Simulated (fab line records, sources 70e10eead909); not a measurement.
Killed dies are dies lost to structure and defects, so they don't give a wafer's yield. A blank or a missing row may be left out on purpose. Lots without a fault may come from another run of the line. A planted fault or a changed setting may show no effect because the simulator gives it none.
fab line records | flow nand_harc
record lots=11 wafers=33 last_day=34
route steps=1302 shown A_CHANNEL_HOLE_D1@478 A_CHANNEL_FILL_D1@499 A_DECK1_JOINT@530
lots that met no fault: from a run of the same line without faults
start_h: hours from the record's first day to the start of the lot's first wafer shown | wait_h: hours since the lot's step before | " the same as in the row above | L1.1+2: a row that stands for several wafers | - no value, or no start given | * or withheld: withheld | < > ~ a bound
route shown NAME@n: a module of which the file shows steps, and the number in the route of the first | usual: mean/standard deviation of fault-free wafers | same: alike in all rows | chamber/n: place in a boat | sites: the reading at each site | _std_site: their standard deviation | _edge_site: outer sites' mean less inner sites' | radius_mm: how far each site lies from the wafer's centre | mask NAME#n: copy n | behind: the tool/chamber that last shaped the wafer | hold: why the lot was held/for how many hours/how that ended | device: the transistor (n, p or np) that didn't switch | end of line: the same wafers' tests at the end of the route | a step without rows: its recipe alone | killed: dies lost to structure and defects at the first sort, not the wafer's yield | map: a wafer's dies, x killed, . not, _ none there
set.NAME: the setting as run; set.NAME@STEP: as run at that earlier step | model.NAME: the simulator's own value behind a step, which no gauge read
steps of the route over a sample of lots; a table a step, a row a wafer
services: from which hour (start_h, from the record's first day; less than 0 if before it) a tool's chamber was out of use, for how many hours, and why
## steps
# step NHARC_A_CHANNEL_HOLE_D1_ETCH_26
# recipe bias_v=300 source_w=2000 pressure_mtorr=30 time_s=224.1 ar_flow_sccm=375 c4f8_flow_sccm=11.4 o2_flow_sccm=113.6 temp_c=-20 target_depth_a=3000 chemistry=C4F8/O2/Ar
# usual bias_v=300.0/2.7 c4f8_flow_sccm=11.40/0.032 drypump_motor_current_A=5.6/0.46 showerhead_plenum_p_Torr=3.65/0.14 throttle_valve_pct=24.586/0.0099
# columns lot.wafer tool chamber start_h wait_h bias_v c4f8_flow_sccm drypump_motor_current_A rf_hours_counter_h showerhead_plenum_p_Torr throttle_valve_pct
L175.2 har_etch-01 1 179.68 0.7 303.3 11.46 6.2 91 3.78 24.571
L175.5 " 1 " " 296.0 11.40 6.2 - 3.78 24.594
L175.6 " 0 " " 303.2 11.36 5.5 - 3.58 24.587
L176.2 har_etch-02 0 191.88 0.6 299.6 11.37 4.9 295 3.71 24.577
L176.5 " 1 " " 301.0 11.36 5.5 - 3.46 24.580
L176.6 " 0 " " 301.5 11.43 4.9 - 3.71 24.588
L177.1 har_etch-01 0 214.67 0.7 298.6 11.37 5.5 107 3.58 24.587
L177.2 " 1 " " 298.5 11.39 6.2 107 3.77 24.589
L177.6 " 1 " " 296.7 11.40 6.2 - 3.77 24.583
L182.4 har_etch-02 0 250.07 0.4 298.3 11.40 5.0 - 3.70 24.569
L182.5 " 1 " " 298.9 11.43 5.5 - 3.44 24.587
L182.6 " 0 " " 302.2 11.39 5.0 - 3.70 24.591
L183.1 har_etch-01 0 273.18 0.7 300.1 11.38 5.5 141 3.56 24.575
L183.2 " 1 " " 298.4 11.39 6.2 141 3.75 24.586
L183.4 " 1 " " 304.4 11.43 6.2 - 3.75 24.567
L184.2 har_etch-02 1 274.80 0.6 300.1 11.38 5.5 341 3.43 24.571
L184.3 " 0 " " 299.6 11.40 4.9 - 3.69 24.573
L184.6 " 1 " " 301.8 11.42 5.5 - 3.43 24.585
L186.1 har_etch-02 1 299.60 0.6 301.9 11.42 5.5 356 3.43 24.600
L186.3 " 0 " " 298.4 11.43 4.9 - 3.68 24.601
L186.6 " 1 " " 297.2 11.40 5.5 - 3.43 24.599
L191.1 har_etch-01 1 344.64 0.7 302.3 11.42 6.2 186 3.72 24.586
L191.4 " 0 " " 300.7 11.39 5.5 - 3.53 24.595
L191.6 " 0 " " 303.2 11.39 5.5 - 3.53 24.570
L197.1 har_etch-01 0 401.18 0.7 300.4 11.36 5.5 229 3.51 24.575
L197.4 " 1 " " 300.5 11.37 6.2 - 3.70 24.566
L197.6 " 0 " " 301.7 11.44 5.4 - 3.51 24.595
L196.1 har_etch-02 1 404.71 0.6 302.1 11.48 5.5 4 3.98 24.592
L196.3 " 1 " " 303.7 11.44 5.5 - 3.98 24.585
L196.6 " 0 " " 299.2 11.39 4.9 - 3.65 24.597
L198.2 har_etch-02 0 413.04 0.6 299.5 11.41 4.9 11 3.65 24.595
L198.3 " 1 " " 301.2 11.37 5.5 - 3.98 24.597
L198.5 " 1 " " 301.5 11.41 5.5 - 3.98 24.579
# step NHARC_A_CHANNEL_HOLE_D1_ETCH_44
# recipe target_depth_a=1400 overetch_a=140 time_s=77 ion_energy_ev=100 cf4_flow_sccm=80 o2_flow_sccm=20 ar_flow_sccm=0 rf_w=300 bias_w=100 chemistry=CF4/O2
# usual drypump_motor_current_A=5.7/0.36 oes_product_au=1.000/0.011 rf_vpp_V=197.7/1.2 showerhead_plenum_p_Torr=1.33/0.042 throttle_valve_pct=13.397/0.0089
# columns lot.wafer tool chamber start_h wait_h drypump_motor_current_A oes_product_au rf_hours_counter_h rf_vpp_V showerhead_plenum_p_Torr throttle_valve_pct
L175.2 rie_diel-11 0 180.66 0.1 5.7 1.010 7 198.0 1.30 13.394
L175.5 " 1 " " 5.9 0.988 - 199.2 1.39 13.387
L175.6 " 2 " " 5.2 1.016 - 197.7 1.36 13.406
L176.2 rie_diel-11 1 192.97 0.1 5.9 0.987 8 198.9 1.39 13.372
L176.5 " 3 " " 5.5 1.002 - 197.8 1.33 13.411
L176.6 " 0 " " 5.6 1.010 - 197.2 1.30 13.395
L177.2 rie_diel-05 2 215.61 0.1 6.1 1.006 47 196.7 1.29 13.404
L177.1 " 3 " " 6.4 1.021 55 195.2 1.25 13.399
L177.6 " 3 " " 6.4 1.017 - 195.1 1.25 13.392
L182.4 rie_diel-11 2 250.94 0.1 5.2 1.010 14 198.8 1.36 13.404
L182.6 " 3 " " 5.4 1.007 - 197.7 1.33 13.390
L182.5 " 0 " " 5.7 1.008 - 196.2 1.30 13.379
L183.4 rie_diel-11 0 274.13 0.1 5.7 0.988 1 196.3 1.30 13.399
L183.1 " 1 " " 5.8 0.996 1 199.6 1.38 13.400
L183.2 " 2 " " 5.2 1.006 1 196.7 1.36 13.389
L184.3 rie_diel-11 1 275.71 0.1 5.8 1.000 1 197.5 1.38 13.391
L184.2 " 0 " " 5.7 0.997 1 197.4 1.30 13.407
L184.6 " 2 " " 5.2 1.014 - 198.3 1.36 13.384
L186.1 rie_diel-11 2 300.51 0.1 5.2 0.998 5 196.9 1.36 13.389
L186.3 " 3 " " 5.4 1.001 5 197.3 1.33 13.389
L186.6 " 1 " " 5.8 1.014 - 199.5 1.38 13.406
L191.1 rie_diel-05 0 345.64 0.1 5.8 1.004 39 196.9 1.32 13.402
L191.6 " 3 " " 6.4 1.004 - 195.1 1.24 13.411
L191.4 " 0 " " 5.8 1.005 - 196.8 1.32 13.393
L197.4 rie_diel-11 2 402.14 0.1 5.2 1.017 13 199.0 1.35 13.405
L197.1 " 3 " " 5.4 0.984 11 197.8 1.33 13.403
L197.6 " 0 " " 5.6 0.989 - 197.8 1.29 13.388
L196.3 rie_diel-11 3 405.63 0.1 5.4 0.996 11 198.1 1.33 13.403
L196.1 " 1 " " 5.8 1.017 11 200.1 1.38 13.384
L196.6 " 3 " " 5.4 1.013 - 197.1 1.33 13.386
L198.3 rie_diel-11 1 413.95 0.1 5.8 1.007 12 198.4 1.38 13.406
L198.2 " 0 " " 5.7 0.984 12 197.2 1.29 13.384
L198.5 " 1 " " 5.9 1.006 - 198.8 1.38 13.402
# step NHARC_A_CHANNEL_FILL_D1_ETCHBACK_19
# recipe target_depth_a=50 time_s=1.7 hbr_flow_sccm=150 cl2_flow_sccm=50 rf_w=400 icp_w=400 bias_w=100 chemistry=HBr/Cl2
# usual drypump_motor_current_A=5.7/0.64 hbr_flow_sccm=150.0/0.42 oes_product_au=1.001/0.012 throttle_valve_pct=26.406/0.0089
# columns lot.wafer tool chamber start_h wait_h drypump_motor_current_A hbr_flow_sccm oes_product_au rf_hours_counter_h throttle_valve_pct
L175.2 rie_si-06 0 208.01 0.4 4.8 149.8 1.006 0.9 26.393
L175.6 " 3 " " 5.6 149.6 1.002 - 26.422
L175.5 " 0 " " 4.8 149.7 1.002 - 26.410
L176.2 rie_si-02 1 218.94 0.4 5.3 150.1 1.003 0.6 26.414
L176.5 " 0 " " 5.2 149.8 0.998 - 26.411
L176.6 " 1 " " 5.3 150.2 0.996 - 26.431
L177.2 rie_si-02 2 242.65 0.4 6.1 150.1 0.996 0.5 26.388
L177.1 " 0 " " 5.2 150.5 1.008 0.8 26.414
L177.6 " 3 " " 5.0 150.5 0.990 - 26.398
L182.4 rie_si-02 3 274.98 0.4 5.0 149.5 0.992 1.1 26.410
L182.5 " 3 " " 5.0 149.6 0.998 - 26.412
L182.6 " 0 " " 5.2 150.0 1.005 - 26.415
L183.4 rie_si-02 0 300.75 0.4 5.2 150.1 0.999 0.1 26.395
L183.1 " 1 " " 5.3 149.6 1.002 0.2 26.390
L183.2 " 2 " " 6.1 150.6 1.007 0.1 26.405
L184.3 rie_si-06 0 300.75 0.4 4.8 149.5 1.002 0.3 26.418
L184.2 " 1 " " 6.4 149.9 1.019 0.3 26.424
L184.6 " 0 " " 4.8 149.5 0.992 - 26.411
L186.1 rie_si-02 1 326.91 0.4 5.3 149.4 1.011 0.3 26.395
L186.3 " 2 " " 6.0 149.9 1.009 0.3 26.405
L186.6 " 1 " " 5.3 149.6 1.011 - 26.404
L191.4 rie_si-06 0 370.76 0.4 4.8 150.0 1.002 0.7 26.399
L191.1 " 2 " " 6.8 150.0 1.012 0.8 26.412
L191.6 " 1 " " 6.4 149.4 1.020 - 26.388
L197.1 rie_si-02 0 427.39 0.4 5.2 149.6 0.991 0.9 26.421
L197.4 " 2 " " 6.1 150.3 0.993 0.8 26.415
L197.6 " 3 " " 5.0 149.8 0.996 - 26.405
L196.3 rie_si-01 1 431.74 0.4 5.7 150.1 1.002 0.4 26.406
L196.1 " 3 " " 6.3 150.6 1.004 0.3 26.407
L196.6 " 1 " " 5.7 149.6 1.005 - 26.404
L198.2 rie_si-02 3 440.94 0.4 5.0 149.6 0.988 0.8 26.413
L198.3 " 1 " " 5.3 150.3 1.016 1.1 26.408
L198.5 " 2 " " 6.1 150.1 0.996 - 26.420
# step NHARC_A_DECK1_JOINT_ETCHBACK_00
# recipe target_depth_a=300 time_s=17.4 hbr_flow_sccm=150 rf_w=350 icp_w=350 bias_w=60 chemistry=HBr
# usual drypump_motor_current_A=5.8/0.45 hbr_flow_sccm=150.0/0.49 oes_product_au=1.000/0.011 throttle_valve_pct=23.266/0.0089
# columns lot.wafer tool chamber start_h wait_h drypump_motor_current_A hbr_flow_sccm oes_product_au rf_hours_counter_h throttle_valve_pct
L175.2 rie_si-05 2 245.39 0.1 6.2 149.2 1.002 0.6 23.260
L175.5 " 2 " " 6.2 148.9 1.000 - 23.267
L175.6 " 0 " " 5.2 149.6 0.981 - 23.260
L176.2 rie_si-05 0 253.70 0.1 5.2 149.9 0.973 0.7 23.274
L176.5 " 3 " " 5.6 150.3 0.990 - 23.266
L176.6 " 0 " " 5.2 150.3 0.987 - 23.254
L177.1 rie_si-04 2 277.44 0.1 5.6 150.4 1.005 0.8 23.270
L177.2 " 3 " " 6.2 151.2 1.008 0.7 23.264
L177.6 " 1 " " 5.9 149.4 0.977 - 23.267
L182.4 rie_si-03 0 309.37 0.1 5.3 150.6 1.002 0.6 23.270
L182.5 " 0 " " 5.3 150.5 1.007 - 23.266
L182.6 " 1 " " 5.8 150.3 1.018 - 23.269
L183.1 rie_si-04 2 338.59 0.1 5.6 149.7 1.003 1.1 23.249
L183.2 " 3 " " 6.3 149.3 1.005 1.1 23.270
L183.4 " 0 " " 6.4 149.7 0.988 1.1 23.274
L184.3 rie_si-05 0 338.60 0.1 5.2 149.5 0.999 0.1 23.277
L184.2 " 1 " " 5.2 150.5 1.012 0.1 23.288
L184.6 " 3 " " 5.6 151.0 0.991 - 23.270
L186.1 rie_si-03 1 361.87 0.1 5.7 150.1 1.007 0.9 23.258
L186.3 " 2 " " 5.0 150.3 0.994 0.9 23.268
L186.6 " 0 " " 5.3 150.6 0.996 - 23.247
L191.1 rie_si-05 0 405.32 0.1 5.2 149.6 0.999 0.6 23.252
L191.4 " 2 " " 6.2 150.6 1.219 0.6 23.249
L191.6 " 3 " " 5.6 150.5 1.009 - 23.263
L196.3 rie_si-04 1 466.79 0.1 6.0 150.0 1.023 0.9 23.277
L196.1 " 3 " " 6.2 150.4 1.003 0.8 23.268
L196.6 " 2 " " 5.6 149.8 1.003 - 23.261
L197.4 rie_si-03 1 466.81 0.1 5.7 150.3 1.004 0.3 23.265
L197.1 " 2 " " 5.0 149.6 1.001 0.3 23.268
L197.6 " 1 " " 5.7 149.2 0.998 - 23.272
L198.3 rie_si-04 3 480.55 0.1 6.2 149.4 1.008 0.9 23.279
L198.2 " 0 " " 6.5 150.3 0.989 1.0 23.270
L198.5 " 2 " " 5.6 149.5 0.999 - 23.275
## services
# columns tool chamber start_h hours kind
rie_si-02 2 162.11 26.9 repair
rie_si-04 - 165.00 9.0 pm
rie_diel-11 - 208.00 0.4 repair
rie_diel-11 0 209.00 6.9 repair
rie_si-05 3 230.74 5.5 repair
rie_diel-11 1 231.43 1.4 repair
rie_si-05 1 245.32 2.1 repair
rie_diel-11 - 255.50 9.0 pm
rie_si-02 - 277.00 9.0 pm
rie_si-05 2 291.42 3.1 repair
rie_diel-11 - 295.58 0.6 repair
rie_si-05 - 305.00 9.0 pm
rie_si-04 1 318.13 5.5 repair
rie_diel-11 1 320.92 8.0 repair
rie_si-04 - 342.00 9.0 pm
rie_si-05 - 357.82 0.8 repair
rie_si-02 0 367.68 4.3 repair
rie_diel-11 3 375.94 9.2 repair
har_etch-02 - 383.90 17.0 pm
rie_si-05 3 388.86 5.1 repair
rie_diel-11 - 420.88 1.4 repair
rie_diel-11 - 432.50 9.0 pm
rie_diel-11 2 451.38 3.3 repair
rie_si-02 - 454.00 9.0 pm
## key
first_sign step=NHARC_A_DECK1_JOINT_ETCHBACK_00 reading=oes_product_au direction=up sigmas=20 usual=1.000 struck=1.219
effect none on later readings
met_at NHARC_A_DECK1_JOINT_ETCHBACK_00
struck_lots L191
struck_wafers L191.4
tester_left_out L191
not_acting_at NHARC_A_CHANNEL_HOLE_D1_ETCH_26,NHARC_A_CHANNEL_HOLE_D1_ETCH_44,NHARC_A_CHANNEL_FILL_D1_ETCHBACK_19
onset_between 245.39 405.32
fault kind=process_parameter_drift tool=rie_si-05 chamber=2 onset_h=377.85 steps=NHARC_A_DECK1_JOINT_ETCHBACK_00 channel=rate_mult offset=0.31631 shape=step end_h=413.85
# tester_left_out: of these lots the tester's yield and bins aren't shown, on N5 and GAA mostly nor the transistor test; their killed dies are dies lost to structure and defects alone, not to doping, threshold or leakage, so they don't give the yield
